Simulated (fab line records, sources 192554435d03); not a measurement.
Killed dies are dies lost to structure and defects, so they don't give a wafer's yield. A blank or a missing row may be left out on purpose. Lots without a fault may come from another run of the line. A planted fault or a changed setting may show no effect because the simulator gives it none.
Chamber matching | flow n5_finfet | N5_HKMG_FIN_ALD_75 on ald_hk-02: 4 sister chambers
The step deposits Al2O3, target thk 1 nm, co reactant pulse time 1 s. 4 wafers are shown with their chamber, then 10 later ones without.

WAFERS WITH THEIR CHAMBER
wafer  | chamber | heater_power_w (W)
L083.3 | 2       | 146
L083.5 | 0       | 132
L084.2 | 3       | 117
L084.3 | 1       | 141

WAFERS WITHOUT THEIR CHAMBER
wafer  | heater_power_w (W)
L084.6 | 143
L088.1 | 146
L088.3 | 120
L088.6 | 143
L089.2 | 144
L089.5 | 130
L089.6 | 141
L092.2 | 138
L092.3 | 142
L092.5 | 145

WHICH CHAMBER EACH WENT THROUGH
wafer  | from the rows above     | in truth
L084.6 | can't be placed: 1 or 2 | 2
L088.1 | 2                       | 2
L088.3 | 3                       | 3
L088.6 | can't be placed: 1 or 2 | 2
L089.2 | can't be placed: 2 or 1 | 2
L089.5 | 0                       | 0
L089.6 | 1                       | 1
L092.2 | can't be placed: 1 or 0 | 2
L092.3 | can't be placed: 1 or 2 | 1
L092.5 | can't be placed: 2 or 1 | 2
Placed correctly: 4 of 10. Can't be placed from these rows: 6 (the true chamber is among the candidates in 5). Placed wrongly: 0.
How it was worked out, from the rows above alone: a wafer's distance from a chamber is the root of the sum, over the readings, of the square of ((its reading less the chamber's mean) divided by the reading's scatter). The wafer belongs to the nearest chamber; if the next one is less than 2 further off, it can't be placed. A chamber's mean is the mean of its shown wafers. The scatter: with one shown wafer a chamber, the root of the mean of the squares of how far each hidden wafer lies from its nearest shown one.
